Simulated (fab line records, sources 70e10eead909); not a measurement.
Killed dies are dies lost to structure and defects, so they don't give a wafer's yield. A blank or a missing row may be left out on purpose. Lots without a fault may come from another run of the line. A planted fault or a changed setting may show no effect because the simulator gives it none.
fab line records | flow nand_harc
record lots=6 wafers=18 last_day=33
route steps=1302 shown A_DECK1_JOINT@523
lots that met no fault: from a run of the same line without faults
start_h: hours from the record's first day to the start of the lot's first wafer shown | wait_h: hours since the lot's step before | " the same as in the row above | L1.1+2: a row that stands for several wafers | - no value, or no start given | * or withheld: withheld | < > ~ a bound
route shown NAME@n: a module of which the file shows steps, and the number in the route of the first | usual: mean/standard deviation of fault-free wafers | same: alike in all rows | chamber/n: place in a boat | sites: the reading at each site | _std_site: their standard deviation | _edge_site: outer sites' mean less inner sites' | radius_mm: how far each site lies from the wafer's centre | mask NAME#n: copy n | behind: the tool/chamber that last shaped the wafer | hold: why the lot was held/for how many hours/how that ended | device: the transistor (n, p or np) that didn't switch | end of line: the same wafers' tests at the end of the route | a step without rows: its recipe alone | killed: dies lost to structure and defects at the first sort, not the wafer's yield | map: a wafer's dies, x killed, . not, _ none there
set.NAME: the setting as run; set.NAME@STEP: as run at that earlier step | model.NAME: the simulator's own value behind a step, which no gauge read
lots at some steps of the route; a table a step, a row a wafer
services: from which hour (start_h, from the record's first day; less than 0 if before it) a tool's chamber was out of use, for how many hours, and why
## steps
# step NHARC_A_DECK1_JOINT_ETCH_09
# recipe target_depth_a=50 chemistry=dHF material=SiO2
# step NHARC_A_DECK1_JOINT_WET_10
# recipe temp_c=160 time_s=86 chemistry=H3PO4
# step NHARC_A_DECK1_JOINT_ETCH_11
# recipe target_depth_a=350 chemistry=dHF material=SiO2
# step NHARC_A_DECK1_JOINT_CVD_12
# recipe target_thk_a=900 temp_c=620 pressure_mtorr=200 time_s=1800 material=poly-Si
# step NHARC_A_DECK1_JOINT_CMP_13
# recipe target_thk_nm=51.023
# usual motor_current_A=11.5/1.1 time_to_endpoint_s=8.9/2.3
# columns lot.wafer tool chamber start_h wait_h motor_current_A time_to_endpoint_s
L153.1 cmp-01 2 291.17 0.4 10.9 12.6
L153.3 " 0 " " 10.7 9.1
L153.2 " 1 " " 12.8 7.7
L157.4 cmp-04 0 338.38 0.4 9.6 8.4
L157.2 " 2 " " 9.9 7.6
L157.6 " 1 " " 11.9 8.5
L158.3 cmp-02 1 349.94 0.4 11.1 11.2
L158.4 " 0 " " 13.9 13.5
L158.5 " 1 " " 10.7 10.8
L167.4 cmp-01 0 435.55 0.4 11.1 6.6
L167.6 " 1 " " 12.8 9.4
L167.5 " 2 " " 10.9 7.8
L169.2 cmp-02 0 446.83 0.4 13.9 11.6
L169.1 " 1 " " 11.1 10.2
L169.6 " 0 " " 13.7 11.2
L170.3 cmp-01 1 462.39 0.4 12.1 7.7
L170.1 " 3 " " 12.7 7.9
L170.5 " 2 " " 10.7 9.6
# step NHARC_A_DECK1_JOINT_THK_MEAS_14
# recipe thk_meas_gauge=ellipsometry
# usual thk_nm=51.1/1.6
# columns lot.wafer tool chamber start_h wait_h thk_nm
L153.1 film_metro-01 - 291.42 0.2 54.6
L153.2 " - " " 52.1
L153.3 " - " " 50.7
L157.2 film_metro-01 - 338.64 0.2 51.8
L157.4 " - " " 52.0
L157.6 " - " " 50.2
L158.3 film_metro-01 - 350.19 0.2 49.1
L158.4 " - " " 52.8
L158.5 " - " " 51.3
L167.4 film_metro-02 - 435.74 0.2 50.0
L167.5 " - " " 52.6
L167.6 " - " " 49.0
L169.1 film_metro-01 - 447.06 0.2 50.6
L169.2 " - " " 51.0
L169.6 " - " " 49.8
L170.1 film_metro-02 - 462.65 0.2 50.9
L170.3 " - " " 51.0
L170.5 " - " " 55.2
# step NHARC_A_DECK1_JOINT_SRD_04
# step NHARC_A_DECK1_JOINT_ETCHBACK_00
# recipe target_depth_a=300 time_s=17.4 hbr_flow_sccm=150 rf_w=350 icp_w=350 bias_w=60 chemistry=HBr
# usual bias_w=60.01/0.19 drypump_motor_current_A=5.8/0.53 oes_product_au=0.997/0.0083 throttle_valve_pct=23.265/0.0088
# columns lot.wafer tool chamber start_h wait_h bias_w drypump_motor_current_A oes_product_au rf_hours_counter_h throttle_valve_pct
L153.1 rie_si-02 1 291.55 0.1 60.24 5.6 0.996 0.0 23.262
L153.2 " 2 " " 60.11 5.3 0.984 0.0 23.252
L153.3 " 3 " " 60.40 6.6 1.000 0.0 23.270
L157.2 rie_si-05 2 338.77 0.1 60.23 4.9 0.997 0.1 23.267
L157.4 " 3 " " 59.89 6.5 1.000 0.1 23.265
L157.6 " 2 " " 60.04 4.8 0.994 - 23.278
L158.4 rie_si-05 1 350.33 0.1 59.87 5.6 0.994 0.2 23.264
L158.3 " 3 " " 59.96 6.5 1.003 0.2 23.273
L158.5 " 1 " " 59.96 5.6 0.993 - 23.270
L167.4 rie_si-01 3 435.89 0.1 60.14 6.6 1.009 0.3 23.266
L167.5 " 1 " " 59.99 6.1 0.994 - 23.268
L167.6 " 2 " " 60.10 5.5 1.003 - 23.267
L169.2 rie_si-05 1 447.19 0.1 59.93 5.6 1.005 0.9 23.244
L169.1 " 2 " " 59.77 4.9 0.980 0.9 23.281
L169.6 " 1 " " 60.25 5.6 1.007 - 23.261
L170.1 rie_si-05 1 462.79 0.1 59.77 5.6 1.010 1.0 23.260
L170.3 " 3 " " 59.75 6.5 0.990 1.0 23.260
L170.5 " 1 " " 60.25 5.6 1.011 - 23.255
# step NHARC_A_DECK1_JOINT_PRECLEAN_30
# recipe time_s=* temp_c=50 bath_age_min=0 chemistry=SC1
# step NHARC_A_DECK1_JOINT_SRD_31
# step NHARC_A_DECK1_JOINT_CVD_34
# recipe target_thk_a=200 temp_c=700 pressure_mtorr=300 material=SiNx
# step NHARC_A_DECK1_JOINT_DEP_06
# recipe target_thk_a=800 temp_c=65 material=SiOx
# step NHARC_A_DECK1_JOINT_CURE_26
# recipe temp_c=150 time_s=32 pressure_atm=0.395
# usual pressure_atm=0.3951/0.00073 susceptor_temp_C=149.99/0.13 susceptor_temp_C_max=150.43/0.19
# columns lot.wafer tool chamber start_h wait_h pressure_atm susceptor_temp_C susceptor_temp_C_max
L153.1 fcvd-01 1 298.33 0.1 0.3956 149.74 150.31
L153.2 " 0 " " 0.3950 149.77 150.27
L153.3 " 0 " " 0.3953 150.04 150.49
L157.2 fcvd-01 1 345.58 0.1 - - -
L157.4 " 1 " " - - -
L157.6 " 0 " " - - -
L158.3 fcvd-01 1 357.14 0.1 - - -
L158.4 " 0 " " - - -
L158.5 " 1 " " - - -
L167.4 fcvd-01 0 442.67 0.1 0.3946 149.86 150.25
L167.5 " 1 " " 0.3949 149.90 150.41
L167.6 " 0 " " 0.3948 150.11 150.51
L169.1 fcvd-01 1 454.24 0.1 0.3961 150.06 150.75
L169.2 " 0 " " 0.3947 150.07 150.42
L169.6 " 0 " " 0.3952 150.04 150.38
L170.1 fcvd-02 1 470.86 0.1 0.3954 150.11 150.54
L170.3 " 1 " " 0.3942 149.84 150.21
L170.5 " 1 " " 0.3952 149.99 150.36
# step NHARC_A_DECK1_JOINT_ANNEAL_27
# recipe temp_c=400 time_s=3600 idle_temp_c=300 ramp_up_c_per_min=10 densification_p_h2o_torr=640
## services
# columns tool chamber start_h hours kind
fcvd-02 - 269.00 13.0 pm
fcvd-01 - 270.65 0.5 repair
rie_si-02 - 277.00 9.0 pm
cmp-01 - 283.50 4.0 pm
fcvd-02 1 299.54 13.2 repair
rie_si-05 - 305.00 9.0 pm
cmp-04 - 310.37 4.0 pm
cmp-04 - 315.08 0.7 repair
rie_si-02 - 328.41 0.6 repair
cmp-01 - 328.65 0.2 repair
rie_si-05 - 329.15 0.3 repair
rie_si-02 0 330.29 2.0 repair
cmp-02 - 330.55 4.0 pm
rie_si-05 1 335.64 1.3 repair
rie_si-05 - 340.95 0.4 repair
cmp-01 - 363.73 0.3 repair
fcvd-01 - 366.00 13.0 pm
rie_si-01 - 370.40 9.0 pm
cmp-02 - 370.54 1.0 repair
cmp-01 - 381.50 4.0 pm
fcvd-01 - 388.12 1.4 repair
cmp-02 - 428.55 4.0 pm
rie_si-05 2 455.14 5.1 repair
cmp-02 - 461.97 2.1 repair
## key
first_sign step=NHARC_A_DECK1_JOINT_CURE_26 reading=tool_record direction=missing
effect none on later readings
met_at NHARC_A_DECK1_JOINT_CURE_26
struck_wafers L157.2,L157.4,L157.6,L158.3,L158.4,L158.5
tester_left_out L157,L158
onset_between 298.33 345.58
fault kind=skipped_step_whole tool=fcvd-01 chamber=- onset_h=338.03 steps=NHARC_A_DECK1_JOINT_CURE_26 scope=struck_lots_only
# tester_left_out: of these lots the tester's yield and bins aren't shown, on N5 and GAA mostly nor the transistor test; their killed dies are dies lost to structure and defects alone, not to doping, threshold or leakage, so they don't give the yield
